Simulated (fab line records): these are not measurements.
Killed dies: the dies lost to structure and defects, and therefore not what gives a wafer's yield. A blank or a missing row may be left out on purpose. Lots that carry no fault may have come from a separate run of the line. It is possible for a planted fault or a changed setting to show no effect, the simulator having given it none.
fab line records | flow nand-harc
record lots=7 | wafers=21 | last-day=24
route steps=1159 shown A_BLC@978
lots untouched by any fault: they come from a run of this same line in which no faults occurred
start-h: start of the lot's first displayed wafer, in hours after the record's first day | wait-h: hours from the lot's prior step to this one | " as in the row above | L1.1+2: several wafers, shown together as one row | - either no value or no given start | * or withheld: withheld | < > ~ a bound
route shown NAME@n: NAME is a module with steps in the file, n the number in the route of the first one | usual: the fault-free wafers' mean and standard deviation | same: alike in all rows | chamber/n: place in a boat | sites: each site's reading | _std_site: the standard deviation of these | _edge_site: outer sites' mean less inner sites' | radius-mm: for every site, how far away it sits from the centre of the wafer | mask NAME#n: copy n | behind: the most recent tool/chamber to have shaped the wafer | hold: cause of the lot's hold/its duration in hours/its outcome | device: whichever transistor did not switch (one of n, p or np) | end of line: at the end of the route, the tests of the same wafers | for a step that has no rows: nothing shown but its recipe | killed: dies lost to structure and defects at the first sort, not the wafer's yield | map: per-die view of a wafer (x killed, . not killed, _ where there is no die)
set.NAME: the run value of the setting; set.NAME@STEP: its run value at that earlier step | model.NAME: the simulator's own value behind a step, which no gauge read
lots seen at some steps along the route; tables by step, rows by wafer
services: from which hour (start-h, from the record's first day; less than 0 if before it) a tool's chamber was out of use, for how many hours, and why
## steps
# step NHARC_A_BLC_ETCH_16
# recipe target-depth-a=390 | over-etch-frac=0.3 | time-s=65 | ion-energy-ev=80 | cf4-flow-sccm=150 | ar-flow-sccm=0 | rf-w=300 | bias-w=100 | chemistry=CF4
# step NHARC_A_BLC_ETCH_17
# recipe target-depth-a=3900 | over-etch-frac=0.25 | time-s=609.38 | ion-energy-ev=200 | n2-flow-sccm=150 | h2-flow-sccm=150 | ar-flow-sccm=0 | rf-w=400 | bias-w=150 | chemistry=N2/H2
# usual drypump-motor-current-A=5.7/0.4 | oes-product-au=1.005/0.007 | rf-vpp-V=430.7/2.8 | showerhead-plenum-p-Torr=2.04/0.098 | throttle-valve-pct=14.173/0.009
lot.wafer | tool        | chamber | start-h | wait-h | drypump-motor-current-A | oes-product-au | rf-hours-counter-h | rf-vpp-V | showerhead-plenum-p-Torr | throttle-valve-pct
L309.4    | rie-diel-08 | 1       | -       | -      | 5.7                     | 0.984          | 38                 | 429.6    | 1.96                     | 14.170
L309.2    | "           | 2       | "       | "      | 6.3                     | 0.998          | 36                 | 432.9    | 2.14                     | 14.178
L309.3    | "           | 3       | "       | "      | 5.0                     | 0.989          | 30                 | 428.4    | 1.92                     | 14.164
L315.2    | rie-diel-06 | 0       | -       | -      | 5.3                     | 1.004          | 2                  | 435.3    | 2.16                     | 14.173
L315.1    | "           | 1       | "       | "      | 5.6                     | 1.004          | 2                  | 429.2    | 2.04                     | 14.165
L315.5    | "           | 3       | "       | "      | 6.5                     | 1.004          | -                  | 426.2    | 1.89                     | 14.160
L318.3    | rie-diel-09 | 3       | -       | -      | 5.5                     | 1.000          | 5                  | 427.9    | 1.92                     | 14.171
L318.2    | "           | 1       | "       | "      | 5.6                     | 0.998          | 3                  | 429.6    | 2.02                     | 14.173
L318.5    | "           | 0       | "       | "      | 5.4                     | 1.013          | -                  | 430.9    | 2.10                     | 14.164
L323.3    | rie-diel-09 | 0       | -       | -      | 5.4                     | 1.002          | 6                  | 431.7    | 2.10                     | 14.174
L323.4    | "           | 1       | "       | "      | 5.6                     | 1.012          | 4                  | 430.5    | 2.02                     | 14.168
L323.2    | "           | 2       | "       | "      | 5.8                     | 1.014          | 6                  | 434.0    | 2.16                     | 14.185
L317.1    | rie-diel-09 | 0       | -       | -      | 5.4                     | 1.009          | 7                  | 431.1    | 2.10                     | 14.172
L317.3    | "           | 3       | "       | "      | 5.5                     | 0.995          | 7                  | 427.8    | 1.92                     | 14.172
L317.5    | "           | 0       | "       | "      | 5.4                     | 1.004          | -                  | 431.3    | 2.09                     | 14.171
L329.1    | rie-diel-06 | 0       | -       | -      | 5.3                     | 1.008          | 9                  | 432.9    | 2.16                     | 14.171
L329.2    | "           | 1       | "       | "      | 5.7                     | 1.006          | 9                  | 432.4    | 2.04                     | 14.183
L329.5    | "           | 3       | "       | "      | 6.5                     | 1.011          | -                  | 426.5    | 1.89                     | 14.160
L328.1    | rie-diel-08 | 1       | -       | -      | 5.7                     | 0.998          | 11                 | 428.0    | 1.95                     | 14.156
L328.4    | "           | 3       | "       | "      | 5.0                     | 1.003          | 10                 | 424.6    | 1.91                     | 14.176
L328.3    | "           | 0       | "       | "      | 5.6                     | 1.003          | 10                 | 430.8    | 2.06                     | 14.182
# step NHARC_A_BLC_ETCH_18
# recipe target-depth-a=9100 | c4f8-flow-sccm=20 | o2-flow-sccm=10 | ar-flow-sccm=withheld | rf-w=600 | bias-w=1500 | chemistry=C4F8/O2/Ar
# usual oes-product-au=0.962/0.02 | rf-vpp-V=978/6.1
lot.wafer | tool        | chamber | start-h | wait-h | oes-product-au | rf-hours-counter-h | rf-vpp-V
L309.3    | rie-diel-08 | 1       | -       | -      | 0.921          | 38                 | 973
L309.4    | "           | 2       | "       | "      | 0.919          | 36                 | 984
L309.2    | "           | 3       | "       | "      | 0.932          | 30                 | 971
L315.2    | rie-diel-06 | 2       | -       | -      | 0.962          | 2                  | 982
L315.1    | "           | 0       | "       | "      | 0.985          | 3                  | 986
L315.5    | "           | 3       | "       | "      | 0.958          | -                  | 968
L318.2    | rie-diel-09 | 2       | -       | -      | 0.965          | 5                  | 985
L318.3    | "           | 0       | "       | "      | 0.959          | 6                  | 982
L318.5    | "           | 1       | "       | "      | 0.981          | -                  | 977
L323.2    | rie-diel-09 | 3       | -       | -      | 0.973          | 6                  | 970
L323.4    | "           | 0       | "       | "      | 0.984          | 6                  | 981
L323.3    | "           | 1       | "       | "      | 0.989          | 4                  | 977
L317.1    | rie-diel-09 | 2       | -       | -      | 0.961          | 7                  | 986
L317.3    | "           | 1       | "       | "      | 0.953          | 5                  | 976
L317.5    | "           | 3       | "       | "      | 0.962          | -                  | 970
L329.1    | rie-diel-06 | 1       | -       | -      | 0.971          | 10                 | 978
L329.2    | "           | 0       | "       | "      | 0.980          | 10                 | 985
L329.5    | "           | 1       | "       | "      | 0.972          | -                  | 979
L328.4    | rie-diel-08 | 1       | -       | -      | 0.986          | 11                 | 973
L328.1    | "           | 3       | "       | "      | 0.966          | 10                 | 970
L328.3    | "           | 0       | "       | "      | 0.970          | 10                 | 979
# step NHARC_A_BLC_CD_MEAS_19
# usual cd-nm=99.7/1.8
lot.wafer | tool      | chamber | start-h | wait-h | cd-nm
L309.2    | cd-sem-02 | -       | 419.54  | -      | 98.7
L309.3    | "         | -       | "       | "      | 99.1
L309.4    | "         | -       | "       | "      | 98.3
L315.1    | cd-sem-03 | -       | 449.50  | -      | 94.6
L315.2    | "         | -       | "       | "      | 97.4
L315.5    | "         | -       | "       | "      | 98.1
L318.2    | cd-sem-01 | -       | 495.62  | -      | 103.4
L318.3    | "         | -       | "       | "      | 100.6
L318.5    | "         | -       | "       | "      | 100.9
L323.2    | cd-sem-01 | -       | 501.48  | -      | 100.3
L323.3    | "         | -       | "       | "      | 102.9
L323.4    | "         | -       | "       | "      | 101.8
L317.1    | cd-sem-03 | -       | 509.13  | -      | 99.9
L317.3    | "         | -       | "       | "      | 101.5
L317.5    | "         | -       | "       | "      | 97.0
L329.1    | cd-sem-02 | -       | 522.76  | -      | 100.6
L329.2    | "         | -       | "       | "      | 100.0
L329.5    | "         | -       | "       | "      | 99.6
L328.1    | cd-sem-01 | -       | 526.30  | -      | 98.6
L328.3    | "         | -       | "       | "      | 101.3
L328.4    | "         | -       | "       | "      | 98.4
# step NHARC_A_BLC_STRIP_29
# recipe cf4-flow-sccm=150 | ar-flow-sccm=0 | bias-w=0 | chemistry=CF4
# step NHARC_A_BLC_STRIP_21
# recipe o2-flow-sccm=500 | ar-flow-sccm=0 | bias-w=0 | chemistry=O2
# usual drypump-motor-current-A=5.7/0.34 | oes-product-au=1.004/0.0069 | rf-vpp-V=57.7/0.94 | showerhead-plenum-p-Torr=3.54/0.15 | throttle-valve-pct=17.036/0.0088
lot.wafer | tool        | chamber | start-h | wait-h | drypump-motor-current-A | oes-product-au | rf-hours-counter-h | rf-vpp-V | showerhead-plenum-p-Torr | throttle-valve-pct
L309.4    | rie-diel-09 | 1       | 419.73  | 0.1    | 5.6                     | 1.009          | 10                 | 58.1     | 3.50                     | 17.041
L309.2    | "           | 2       | "       | "      | 5.8                     | 1.002          | 19                 | 59.1     | 3.73                     | 17.028
L309.3    | "           | 3       | "       | "      | 5.5                     | 1.003          | 18                 | 56.7     | 3.34                     | 17.027
L315.1    | rie-diel-09 | 0       | 449.69  | 0.1    | 5.4                     | 1.006          | 1                  | 59.2     | 3.62                     | 17.037
L315.2    | "           | 1       | "       | "      | 5.6                     | 1.008          | 1                  | 58.2     | 3.49                     | 17.027
L315.5    | "           | 0       | "       | "      | 5.4                     | 1.008          | -                  | 58.5     | 3.62                     | 17.031
L318.3    | rie-diel-09 | 1       | 495.82  | 0.1    | 5.6                     | 1.019          | 3                  | 57.9     | 3.49                     | 17.031
L318.2    | "           | 2       | "       | "      | 5.8                     | 1.009          | 5                  | 58.9     | 3.72                     | 17.046
L318.5    | "           | 3       | "       | "      | 5.5                     | 1.020          | -                  | 58.0     | 3.34                     | 17.048
L323.2    | rie-diel-09 | 3       | 501.68  | 0.1    | 5.5                     | 1.008          | 6                  | 56.9     | 3.34                     | 17.044
L323.4    | "           | 1       | "       | "      | 5.6                     | 1.011          | 4                  | 57.8     | 3.49                     | 17.042
L323.3    | "           | 2       | "       | "      | 5.8                     | 1.010          | 6                  | 58.5     | 3.72                     | 17.040
L317.3    | rie-diel-09 | 3       | 509.31  | 0.1    | 5.6                     | 1.003          | 8                  | 57.1     | 3.34                     | 17.030
L317.1    | "           | 1       | "       | "      | 5.6                     | 1.012          | 5                  | 57.1     | 3.49                     | 17.038
L317.5    | "           | 0       | "       | "      | 5.4                     | 1.002          | -                  | 58.1     | 3.61                     | 17.032
L329.2    | rie-diel-06 | 0       | 522.96  | 0.1    | 5.3                     | 1.006          | 10                 | 58.9     | 3.72                     | 17.032
L329.1    | "           | 1       | "       | "      | 5.6                     | 0.998          | 10                 | 57.4     | 3.53                     | 17.041
L329.5    | "           | 3       | "       | "      | 6.5                     | 0.998          | -                  | 55.9     | 3.30                     | 17.037
L328.3    | rie-diel-06 | 1       | 526.48  | 0.1    | 5.6                     | 0.994          | 10                 | 57.8     | 3.53                     | 17.046
L328.4    | "           | 2       | "       | "      | 6.3                     | 1.007          | 10                 | 57.6     | 3.66                     | 17.041
L328.1    | "           | 3       | "       | "      | 6.5                     | 1.007          | 11                 | 56.7     | 3.30                     | 17.033
# step NHARC_A_BLC_STRIP_22
# recipe time-s=600 | temp-c=30 | chemistry=post-etch-residue-remover
# step NHARC_A_BLC_DEGAS_30
# recipe temp-c=300 | time-s=60
# usual heater-power-w=449/36
lot.wafer | tool           | chamber | start-h | wait-h | heater-power-w
L309.4    | pvd-sputter-01 | -       | 420.14  | -      | 417
L309.2    | "              | -       | "       | "      | 526
L309.3    | "              | -       | "       | "      | 448
L315.1    | pvd-sputter-02 | -       | 450.10  | -      | 465
L315.2    | "              | -       | "       | "      | 412
L315.5    | "              | -       | "       | "      | 415
L318.2    | pvd-sputter-03 | -       | 496.22  | -      | 453
L318.3    | "              | -       | "       | "      | 426
L318.5    | "              | -       | "       | "      | 446
L323.4    | pvd-sputter-01 | -       | 502.10  | -      | 405
L323.3    | "              | -       | "       | "      | 522
L323.2    | "              | -       | "       | "      | 451
L317.1    | pvd-sputter-03 | -       | 509.74  | -      | 421
L317.3    | "              | -       | "       | "      | 438
L317.5    | "              | -       | "       | "      | 456
L329.2    | pvd-sputter-03 | -       | 523.41  | -      | 435
L329.1    | "              | -       | "       | "      | 452
L329.5    | "              | -       | "       | "      | 440
L328.3    | pvd-sputter-03 | -       | 526.89  | -      | 440
L328.4    | "              | -       | "       | "      | 450
L328.1    | "              | -       | "       | "      | 430
# step NHARC_A_BLC_PRE_CLEAN_31
# recipe time-s=15 | bias-v=250 | gas=Ar
# step NHARC_A_BLC_PVD_32
# recipe target-thk-a=50 | chamber-pressure-pa=5 | power-w=5000 | substrate-temp-c=200 | time-s=17.7 | material=Ti
# usual throttle-valve-pct=30.1/1
lot.wafer | tool           | chamber | start-h | wait-h | throttle-valve-pct
L309.3    | pvd-sputter-01 | -       | -       | -      | 30.6
L309.4    | "              | -       | "       | "      | 30.7
L309.2    | "              | -       | "       | "      | 29.9
L315.1    | pvd-sputter-02 | -       | -       | -      | 28.4
L315.2    | "              | -       | "       | "      | 31.6
L315.5    | "              | -       | "       | "      | 28.2
L318.3    | pvd-sputter-03 | -       | -       | -      | 29.6
L318.2    | "              | -       | "       | "      | 29.9
L318.5    | "              | -       | "       | "      | 30.3
L323.3    | pvd-sputter-01 | -       | -       | -      | 30.3
L323.4    | "              | -       | "       | "      | 30.5
L323.2    | "              | -       | "       | "      | 30.5
L317.1    | pvd-sputter-03 | -       | -       | -      | 31.9
L317.3    | "              | -       | "       | "      | 29.4
L317.5    | "              | -       | "       | "      | 31.7
L329.1    | pvd-sputter-03 | -       | -       | -      | 31.7
L329.2    | "              | -       | "       | "      | 29.0
L329.5    | "              | -       | "       | "      | 30.2
L328.4    | pvd-sputter-03 | -       | -       | -      | 30.0
L328.3    | "              | -       | "       | "      | 29.0
L328.1    | "              | -       | "       | "      | 29.4
# step NHARC_A_BLC_ALD_23
# recipe target-thk-a=30 | pulse-time-s=1 | ald-cycles=150 | temp-c=450 | material=TiN
# step NHARC_A_BLC_CVD_24
# recipe target-thk-a=1500 | temp-c=300 | pressure-torr=40 | wf6-flow-sccm=40 | h2-flow-sccm=1600 | ar-flow-sccm=1560 | time-s=434 | material=W
# step NHARC_A_BLC_CMP_25
# recipe t-overpolish-s=30 | target-thk-nm=150
# usual edge-zone-pressure-frac=1.000/0.0054 | motor-current-A=12.7/0.99 | overpolish-run-s=30.001/0.0087 | retaining-ring-pressure-frac=1.000/0.0048 | slurry-flow-ml-min=150.1/0.44 | time-to-endpoint-s=29.4/1.6
lot.wafer | tool   | chamber | start-h | wait-h | edge-zone-pressure-frac | motor-current-A | overpolish-run-s | retaining-ring-pressure-frac | slurry-flow-ml-min | time-to-endpoint-s
L309.2    | cmp-01 | 2       | 427.61  | 0.4    | 0.994                   | 14.8            | 29.998           | 0.991                        | 149.7              | 29.8
L309.4    | "      | 0       | "       | "      | 1.000                   | 11.6            | 30.011           | 1.000                        | 150.3              | 28.7
L309.3    | "      | 1       | "       | "      | 0.996                   | 13.4            | 30.004           | 1.002                        | 149.5              | 30.9
L315.1    | cmp-04 | 0       | 458.31  | 0.4    | 0.999                   | 10.8            | 29.991           | 1.005                        | 150.3              | 28.5
L315.2    | "      | 1       | "       | "      | 0.994                   | 11.8            | 30.010           | 1.004                        | 150.7              | 28.5
L315.5    | "      | 3       | "       | "      | 1.004                   | 12.6            | 30.016           | 1.005                        | 149.8              | 27.1
L318.3    | cmp-01 | 3       | 500.25  | 0.6    | -                       | -               | -                | -                            | -                  | -
L318.2    | "      | 1       | "       | "      | -                       | -               | -                | -                            | -                  | -
L318.5    | "      | 3       | "       | "      | -                       | -               | -                | -                            | -                  | -
L323.3    | cmp-01 | 0       | 507.93  | 0.3    | -                       | -               | -                | -                            | -                  | -
L323.4    | "      | 1       | "       | "      | -                       | -               | -                | -                            | -                  | -
L323.2    | "      | 2       | "       | "      | -                       | -               | -                | -                            | -                  | -
L317.1    | cmp-01 | 1       | 510.73  | 0.5    | -                       | -               | -                | -                            | -                  | -
L317.3    | "      | 3       | "       | "      | -                       | -               | -                | -                            | -                  | -
L317.5    | "      | 0       | "       | "      | -                       | -               | -                | -                            | -                  | -
L329.2    | cmp-04 | 1       | 524.73  | 0.5    | 1.010                   | 12.0            | 29.993           | 0.993                        | 150.5              | 27.5
L329.1    | "      | 3       | "       | "      | 0.995                   | 12.7            | 29.997           | 1.003                        | 149.8              | 31.0
L329.5    | "      | 2       | "       | "      | 1.003                   | 12.1            | 30.008           | 1.001                        | 150.4              | 28.9
L328.1    | cmp-04 | 1       | 532.59  | 0.5    | 1.001                   | 12.4            | 30.012           | 1.001                        | 150.2              | 29.0
L328.3    | "      | 2       | "       | "      | 0.996                   | 12.6            | 29.987           | 1.003                        | 150.4              | 27.4
L328.4    | "      | 3       | "       | "      | 1.000                   | 11.8            | 29.995           | 1.003                        | 150.3              | 30.2
# step NHARC_A_BLC_SRD_27
# step NHARC_A_BLC_INSPECT_28
# usual raw-defect-count=435/130
lot.wafer | tool              | chamber | start-h | wait-h | raw-defect-count
L309.2    | defect-inspect-01 | -       | 428.02  | 0.1    | 366
L309.3    | "                 | -       | "       | "      | 216
L309.4    | "                 | -       | "       | "      | 243
L315.1    | defect-inspect-01 | -       | 458.69  | 0.1    | 424
L315.2    | "                 | -       | "       | "      | 417
L315.5    | "                 | -       | "       | "      | 640
L318.2    | defect-inspect-02 | -       | 500.63  | 0.1    | 6803
L318.3    | "                 | -       | "       | "      | 6695
L318.5    | "                 | -       | "       | "      | 6756
L323.2    | defect-inspect-02 | -       | 508.32  | 0.1    | 6560
L323.3    | "                 | -       | "       | "      | 6551
L323.4    | "                 | -       | "       | "      | 6566
L317.1    | defect-inspect-02 | -       | 511.11  | 0.1    | 6712
L317.3    | "                 | -       | "       | "      | 6575
L317.5    | "                 | -       | "       | "      | 6547
L329.1    | defect-inspect-02 | -       | 525.16  | 0.1    | 533
L329.2    | "                 | -       | "       | "      | 563
L329.5    | "                 | -       | "       | "      | 583
L328.1    | defect-inspect-02 | -       | 532.99  | 0.1    | 491
L328.3    | "                 | -       | "       | "      | 306
L328.4    | "                 | -       | "       | "      | 491
## services
tool           | chamber | start-h | hours | kind
pvd-sputter-02 | -       | 398.20  | 1.8   | repair
cmp-04         | -       | 399.00  | 4.0   | pm
cmp-01         | -       | 399.41  | 1.9   | repair
rie-diel-09    | 0       | 410.10  | -     | clean
rie-diel-09    | 1       | 410.10  | -     | clean
rie-diel-09    | 2       | 410.10  | -     | clean
rie-diel-09    | 3       | 410.10  | -     | clean
rie-diel-06    | -       | 418.20  | 9.0   | pm
rie-diel-09    | -       | 431.12  | 9.0   | pm
rie-diel-09    | 0       | 431.12  | 9.0   | vent-cycle
rie-diel-08    | 0       | 436.60  | 20.0  | repair
cmp-01         | -       | 439.84  | 1.2   | repair
pvd-sputter-03 | -       | 458.04  | 10.0  | pm
rie-diel-09    | 1       | 475.96  | 10.1  | repair
cmp-01         | -       | 477.19  | 4.0   | pm
rie-diel-08    | -       | 479.16  | 9.0   | pm
rie-diel-06    | 2       | 487.02  | 4.5   | repair
cmp-04         | -       | 492.06  | 6.5   | repair
cmp-04         | -       | 498.59  | 4.0   | pm
cmp-04         | -       | 507.24  | 12.4  | repair
rie-diel-06    | 0       | 513.52  | 5.1   | repair
pvd-sputter-01 | -       | 514.04  | 10.0  | pm
pvd-sputter-02 | -       | 525.97  | 4.2   | repair
rie-diel-08    | 0       | 528.65  | 2.9   | repair
## key
first-sign step=NHARC_A_BLC_CMP_25 | reading=tool-record | direction=missing
effect step=NHARC_A_BLC_INSPECT_28 | reading=raw-defect-count | direction=up | sigmas=49 | usual=435 | struck=6641
met-at NHARC_A_BLC_CMP_25
struck-wafers L317.1,L317.3,L317.5,L318.2,L318.3,L318.5,L323.2,L323.3,L323.4
later-rows-left-out L317.1,L317.3,L317.5,L318.2,L318.3,L318.5,L323.2,L323.3,L323.4
sort-left-out L317.1,L317.3,L317.5,L318.2,L318.3,L318.5,L323.2,L323.3,L323.4
tester-left-out L317,L318,L323
onset-between 427.61 500.25
fault kind=skipped-step-whole | tool=cmp-01 | chamber=- | onset-h=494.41 | steps=NHARC_A_BLC_CMP_25 | scope=struck-lots-only
# tester-left-out: of these lots the tester's yield and bins aren't shown, on N5 and GAA mostly nor the transistor test; their killed dies are dies lost to structure and defects alone, not to doping, threshold or leakage, so they don't give the yield
# sort-left-out: the simulated sort isn't trusted on such a fault, so these wafers' sort isn't shown, and their yield isn't known
# later-rows-left-out: the simulator's readings of these wafers behind a module that went badly wrong aren't trusted and aren't shown, but for the sort
